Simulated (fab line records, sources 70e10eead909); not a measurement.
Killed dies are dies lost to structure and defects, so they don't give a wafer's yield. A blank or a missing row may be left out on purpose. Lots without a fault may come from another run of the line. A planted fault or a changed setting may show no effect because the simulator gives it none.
A struck lot beside a sound one | flow nand_harc | 44 steps out of a route of 1159
Sound: wafers L737.2, L737.3, L737.5. Struck: wafers L745.1, L745.2, L745.4. The cause comes at the end.
At each step with rows: each side's tool, then ch and its chambers, then its first start. Under that, the readings that differ: sound wafers | struck wafers | difference of the means | sigmas: that difference in standard deviations of wafers without a fault.
alike: readings whose means differ by less than 2 such deviations, and words and numbers that are the same on both sides. not compared: withheld readings, readings that some wafer has no value for, bounds like >300 that may hide the same value, and numbers for which the record gives no deviation and whose values overlap.
The two part at a step that has a row with sigmas, a row that says differs or no value, or rows on one side only. Numbers that don't overlap but have no deviation are shown without sigmas and don't part them. A reading that every wafer of one side lacks parts them only if that side has two wafers or more.

NHARC_P_GATE_CD_MEAS_46: target cd 720 nm.
  sound on cd_sem-01 ch 0, day 5 21:44; struck on cd_sem-03 ch 0, day 7 12:55
  alike: cd_nm
then, 1 step without rows for these wafers: NHARC_P_GATE_HARDBAKE_47 (time 80 s).
NHARC_P_GATE_DESCUM_48: chemistry O2, time 3 s.
  sound on rie_diel-01 ch 1,2, day 5 21:54; struck on rie_diel-07 ch 0,2, day 7 13:05
  alike: drypump_motor_current_A, mfc_ar_sccm, oes_product_au, rf_vpp_V, showerhead_plenum_p_Torr, throttle_valve_pct
  not compared: rf_hours_counter_h
then, 9 steps without rows for these wafers: NHARC_P_GATE_IMPLANT_49; NHARC_P_GATE_STRIP_111 (strips in N2/H2, time 250 s); NHARC_P_GATE_STRIP_75 (strips in O2); NHARC_P_GATE_STRIP_50 (strips in SPM, time 900 s); NHARC_P_GATE_DEHYDRATE_51 (time 120 s); NHARC_P_GATE_HMDS_52 (time 30 s); NHARC_P_GATE_COAT_53; NHARC_P_GATE_SOFTBAKE_54 (time 95 s); NHARC_P_GATE_EBR_55.
NHARC_P_GATE_EXPOSE_56: exposes mask P PSD, target cd 720 nm.
  sound on krf_scanner-02 ch 0, day 5 23:23; struck on krf_scanner-01, day 7 14:32
  no value came back on the struck wafers for exposure_dose_mJ_cm2, focus_offset_nm (nm); on the sound wafers exposure_dose_mJ_cm2 reads 14.802 14.812 14.809
  alike: mask
then, 2 steps without rows for these wafers: NHARC_P_GATE_PEB_57 (peb time 85 s); NHARC_P_GATE_DEVELOP_58 (time 70 s).
NHARC_P_GATE_CD_MEAS_59: target cd 720 nm.
  sound on cd_sem-03 ch 0, day 5 23:32; struck on cd_sem-03 ch 0, day 7 14:41
  reading    | sound             | struck | difference                    | sigmas
  cd_nm (nm) | 721.6 722.2 720.8 | - - -  | no value on the struck wafers |
then, 1 step without rows for these wafers: NHARC_P_GATE_HARDBAKE_60 (time 80 s).
NHARC_P_GATE_DESCUM_61: chemistry O2, time 3 s.
  sound on rie_diel-01 ch 1,3, day 5 23:43; struck on rie_diel-01 ch 0,2,3, day 7 14:51
  alike: drypump_motor_current_A, mfc_ar_sccm, oes_product_au, rf_vpp_V, showerhead_plenum_p_Torr, throttle_valve_pct
  not compared: rf_hours_counter_h
then, 2 steps without rows for these wafers: NHARC_P_GATE_IMPLANT_62; NHARC_P_GATE_STRIP_112 (strips in N2/H2, time 200 s).
NHARC_P_GATE_STRIP_76: strips in O2.
  sound on plasma_asher-02 ch 0,1, day 6 00:20; struck on plasma_asher-02 ch 0,1, day 7 15:47
  alike: drypump_motor_current_A, heater_power_w
  not compared: rf_hours_counter_h
then, 9 steps without rows for these wafers: NHARC_P_GATE_STRIP_63 (strips in SPM, time 900 s); NHARC_P_GATE_DEHYDRATE_83 (time 120 s); NHARC_P_GATE_HMDS_84 (time 30 s); NHARC_P_GATE_COAT_85; NHARC_P_GATE_SOFTBAKE_86 (time 95 s); NHARC_P_GATE_EBR_87; NHARC_P_GATE_EXPOSE_88 (exposes mask P HVN, target cd 2000 nm); NHARC_P_GATE_PEB_89 (peb time 85 s); NHARC_P_GATE_DEVELOP_90 (time 70 s).
NHARC_P_GATE_CD_MEAS_91: target cd 2000 nm.
  sound on cd_sem-03 ch 0, day 6 01:15; struck on cd_sem-01 ch 0, day 7 16:43
  alike: cd_nm
then, 1 step without rows for these wafers: NHARC_P_GATE_HARDBAKE_92 (time 80 s).
NHARC_P_GATE_DESCUM_93: chemistry O2, time 3 s.
  sound on rie_diel-01 ch 2,3, day 6 01:25; struck on rie_diel-01 ch 0,2,3, day 7 16:52
  alike: drypump_motor_current_A, mfc_ar_sccm, oes_product_au, rf_vpp_V, showerhead_plenum_p_Torr, throttle_valve_pct
  not compared: rf_hours_counter_h
then, 4 steps without rows for these wafers: NHARC_P_GATE_IMPLANT_94; NHARC_P_GATE_STRIP_113 (strips in N2/H2, time 740 s); NHARC_P_GATE_STRIP_95 (strips in O2); NHARC_P_GATE_STRIP_96 (strips in SPM, time 900 s).
NHARC_P_GATE_RTA_64: time 1 s.
  sound on rtp_anneal-01 ch 0, day 6 03:10; struck on rtp_anneal-01 ch 0, day 7 18:37
  alike: lamp_power_pct, wafer_temp_C_max
then, 4 steps without rows for these wafers: NHARC_P_GATE_ETCH_77 (etches SiO2 in dHF, target depth 6 nm); NHARC_P_GATE_DEGAS_109 (time 60 s); NHARC_P_GATE_PRE_CLEAN_110 (time 30 s); NHARC_P_GATE_SPUTTER_78 (material Ni, target thk 10 nm).
NHARC_P_GATE_INSPECT_68:
  sound on defect_inspect-02, day 6 04:24; struck on defect_inspect-01, day 7 20:07
  reading          | sound       | struck         | difference | sigmas
  raw_defect_count | 473 293 412 | 1156 1253 1266 | +832       | +11
-- the record jumps here: 13 days lie between the struck wafers' starts before and after (it left off in module P_GATE and takes up again in module END, whose first step shown is number 1159 of the route) --
NHARC_END_SORT_01:
  sound on prober-01 ch 0, day 19 20:40; struck on prober-02 ch 0, day 21 06:06
  reading             | sound    | struck      | difference | sigmas
  killed_at_periphery | 2 1 3    | 643 637 650 | +641       | +99 or more
  killed_dies         | 18 15 23 | 677 677 677 | +658       | +66
  alike: killed_at_array, killed_at_other, killed_open, killed_short

WHERE THEY PART
First at NHARC_P_GATE_EXPOSE_56; last, within this record, at NHARC_END_SORT_01.

WHY: what the simulator had put in
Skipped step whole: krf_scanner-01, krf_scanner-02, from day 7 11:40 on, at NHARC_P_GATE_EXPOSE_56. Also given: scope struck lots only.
